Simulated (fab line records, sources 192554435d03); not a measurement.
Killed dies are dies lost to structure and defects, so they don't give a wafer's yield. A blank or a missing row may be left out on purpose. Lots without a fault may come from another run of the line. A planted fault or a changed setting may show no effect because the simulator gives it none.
Split-lot experiment | flow n5_finfet | 7 lots, 39 wafers read, on a route of 1938 steps

THE SPLIT
At N5_BEOL_M15_TRENCH_ETCH_34 (etches SiO2 in C4F8/O2/Ar, target depth 872.93 nm, time 199 s), the setting time_s was moved away from the recipe's 199 s on 12 of the 39 wafers read, by -56.9% to -28.6%. The other wafers ran this setting at the recipe's value.

FROM THE SPLIT TO THE READING: what the file shows between them, 7 steps
- N5_BEOL_M15_STRIP_36: strips in O2
- N5_BEOL_M15_ECD_47: material Cu, target thk 1860 nm
- N5_BEOL_M15_ANNEAL_48: time 90 s
- N5_BEOL_M15_CMP_49: polishes, stops on SiO2, t overpolish 4.9 s, target thk 850 nm
- N5_BEOL_M15_THK_MEAS_50: measures by xrf
- N5_BEOL_M15_PRE_CLEAN_52: time 15 s
- N5_BEOL_M15_DEP_53: deposits SiCN from 3MS/NH3, target thk 50 nm, time 17.8 s

THE READING
M15_RS, in ohm/sq, at N5_BEOL_M15_RS_MEAS_54 (measures by four-point-probe). Fault-free wafers of this fab line usually give 0.0216 ohm/sq, standard deviation 0.00039 ohm/sq.

wafer  | tool, chamber at the split | time_s as run, s | against the recipe | M15_RS, ohm/sq | against lot-mates on the recipe
L076.1 | rie_diel-06, 1             | 97.07            | -51.2%             | 0.0459         | +0.0246
L076.2 | rie_diel-06, 2             | 199              | recipe             | 0.0219         | -
L076.3 | rie_diel-06, 3             | 199              | recipe             | 0.0208         | -
L076.4 | rie_diel-06, 2             | 97.07            | -51.2%             | 0.0467         | +0.0254
L076.5 | rie_diel-06, 3             | 97.07            | -51.2%             | 0.0448         | +0.0235
L076.6 | rie_diel-06, 1             | 199              | recipe             | 0.0212         | -
L077.1 | rie_diel-02, 2             | 142.1            | -28.6%             | 0.0303         | +0.0088
L077.2 | rie_diel-02, 0             | 142.1            | -28.6%             | 0.0318         | +0.0103
L077.3 | rie_diel-02, 1             | 199              | recipe             | 0.0215         | -
L077.4 | rie_diel-02, 3             | 199              | recipe             | 0.0219         | -
L077.5 | rie_diel-02, 2             | 199              | recipe             | 0.0212         | -
L077.6 | rie_diel-02, 3             | 142.1            | -28.6%             | 0.0316         | +0.0101
L080.1 | rie_diel-04, 0             | 199              | recipe             | 0.0212         | -
L080.2 | rie_diel-04, 1             | 199              | recipe             | 0.0215         | -
L080.3 | rie_diel-04, 2             | 199              | recipe             | 0.0212         | -
L080.4 | rie_diel-04, 3             | 104.7            | -47.4%             | 0.0425         | +0.0212
L080.5 | rie_diel-04, 3             | 104.7            | -47.4%             | 0.0424         | +0.0211
L080.6 | rie_diel-04, 2             | 104.7            | -47.4%             | 0.0416         | +0.0203
L082.1 | rie_diel-04, 2             | 85.75            | -56.9%             | 0.0527         | +0.0311
L082.2 | rie_diel-04, 1             | 199              | recipe             | 0.0218         | -
L082.3 | rie_diel-04, 3             | 199              | recipe             | 0.0216         | -
L082.4 | rie_diel-04, 0             | 85.75            | -56.9%             | 0.0523         | +0.0307
L082.5 | rie_diel-04, 3             | 85.75            | -56.9%             | 0.0531         | +0.0315
L082.6 | rie_diel-04, 2             | 199              | recipe             | 0.0214         | -
L089.1 | rie_diel-04, 1             | 199              | recipe             | 0.0218         | -
L089.2 | rie_diel-04, 3             | 199              | recipe             | 0.0216         | -
L089.3 | rie_diel-04, 2             | 199              | recipe             | 0.0213         | -
L089.4 | rie_diel-04, 0             | 199              | recipe             | 0.0210         | -
L089.5 | rie_diel-04, 0             | 199              | recipe             | 0.0214         | -
L089.6 | rie_diel-04, 3             | 199              | recipe             | 0.0215         | -
L096.3 | rie_diel-06, 1             | 199              | recipe             | 0.0218         | -
L096.5 | rie_diel-06, 0             | 199              | recipe             | 0.0215         | -
L096.6 | rie_diel-06, 1             | 199              | recipe             | 0.0216         | -
L097.1 | rie_diel-04, 3             | 199              | recipe             | 0.0216         | -
L097.2 | rie_diel-04, 2             | 199              | recipe             | 0.0214         | -
L097.3 | rie_diel-04, 0             | 199              | recipe             | 0.0215         | -
L097.4 | rie_diel-04, 1             | 199              | recipe             | 0.0219         | -
L097.5 | rie_diel-04, 2             | 199              | recipe             | 0.0214         | -
L097.6 | rie_diel-04, 3             | 199              | recipe             | 0.0215         | -

THE FIT
A straight line over all 39 wafers: M15_RS changes by -0.000485 ohm/sq for each +1% of time_s; r = -0.99; the points scatter about the line by 0.0017 ohm/sq.
The same after taking each lot's own level away (the mean of its wafers on the recipe; 39 wafers): -0.000486 ohm/sq for each +1%; r = -0.99; scatter 0.0017 ohm/sq.
On that fit, the largest move of time_s shifts the reading by 0.028 ohm/sq.
The lots' own levels span 0.02130 to 0.02163 ohm/sq, that is 0.9 times the standard deviation above.
So the lot-to-lot level changes the slope little: the two slopes agree.
Check: with one of the wafers moved furthest among these (-56.9%) left out of the fit, the line predicts +0.0269 ohm/sq for it against its lot-mates. It came out at +0.0311 ohm/sq against them.

OTHER SPLITS ON THESE WAFERS
These wafers also went through other splits before the reading. Each is held against what the fit with the lots' levels taken away leaves over:
other split on the same wafers  | wafers away from the commonest value | r with M15_RS (lot level and that fit taken away)
N5_BEOL_M11_CURE_72 time_s      | 15                                   | -0.34
N5_BEOL_M12_DEP_53 target_thk_a | 15                                   | +0.07

THE WHOLE CHAIN: every reading that the file lists as answering this split, in the file's order
step                       | what it does                                                   | reading                                                                          | change (the file's fit)               | r (the file's)
N5_BEOL_M15_TRENCH_ETCH_34 | etches SiO2 in C4F8/O2/Ar, target depth 872.93 nm, time 199 s  | etch.depth_nm (the simulator's own value, which no gauge read)                   | +8.82 nm for each +1% of the setting  | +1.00
N5_BEOL_M15_TRENCH_ETCH_34 | etches SiO2 in C4F8/O2/Ar, target depth 872.93 nm, time 199 s  | coat_of_BEOL_M15_COAT_22.thk_nm (the simulator's own value, which no gauge read) | -1.8 nm for each +1% of the setting   | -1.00
N5_BEOL_M15_CMP_49         | polishes, stops on SiO2, t overpolish 4.9 s, target thk 850 nm | Cu_of_BEOL_M15_ECD_47.thk_nm (the simulator's own value, which no gauge read)    | +8.82 nm for each +1% of the setting  | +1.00
N5_BEOL_M15_THK_MEAS_50    | measures by xrf                                                | M15_THK                                                                          | +8.63 for each +1% of the setting     | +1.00
N5_BEOL_M15_RS_MEAS_54     | measures by four-point-probe                                   | M15_RS                                                                           | -0.000481 for each +1% of the setting | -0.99

THE FILE'S OWN FIT
M15_RS changes by -0.000481 ohm/sq for each +1% of time_s, r = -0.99.
